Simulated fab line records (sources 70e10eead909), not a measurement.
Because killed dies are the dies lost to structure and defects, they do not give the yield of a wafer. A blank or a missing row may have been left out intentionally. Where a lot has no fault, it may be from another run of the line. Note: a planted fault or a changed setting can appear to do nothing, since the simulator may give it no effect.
Chamber matching	flow nand harc	NHARC_P_CONTACT_DEP_30 on pecvd-03 has 3 sister chambers
The step deposits SiNx, target thk 30 nm. 6 wafers are shown with their chamber, then 7 later ones without.

== WAFERS PAIRED WITH THEIR CHAMBERS ==
wafer	chamber	heater power w (W)
L994.2	1	762
L998.3	1	716
L998.4	0	725
L998.6	2	787
L108.1	2	782
L108.2	0	763

== WAFERS MISSING THEIR CHAMBER ==
wafer	heater power w (W)
L108.5	746
L109.1	611
L109.2	724
L109.3	758
L110.1	740
L110.2	730
L110.6	710

== THE CHAMBER EACH PASSED THROUGH ==
wafer	from the rows above	in truth
L108.5	can't be placed: 0 or 1 or 2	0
L109.1	can't be placed: 1 or 0 or 2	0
L109.2	can't be placed: 1 or 0 or 2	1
L109.3	can't be placed: 0 or 1 or 2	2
L110.1	can't be placed: 1 or 0 or 2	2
L110.2	can't be placed: 1 or 0 or 2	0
L110.6	can't be placed: 1 or 0 or 2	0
0 of 7 placed correctly. Unplaceable from these rows: 7, with the true chamber sitting among the candidates in 7. Wrongly placed: 0.
How it was worked out, from the rows above alone: a wafer's distance from a chamber is the root of the sum, over the readings, of the square of ((its reading less the chamber's mean) divided by the reading's scatter). If the next closest chamber is less than 2 further off than the closest, the wafer can't be placed; otherwise it belongs to the closest. The mean given for a chamber averages the wafers shown for that chamber. The scatter is the square root of a quotient: the sum, over the shown wafers, of each reading's squared deviation from its chamber's mean, divided by wafers minus chambers.
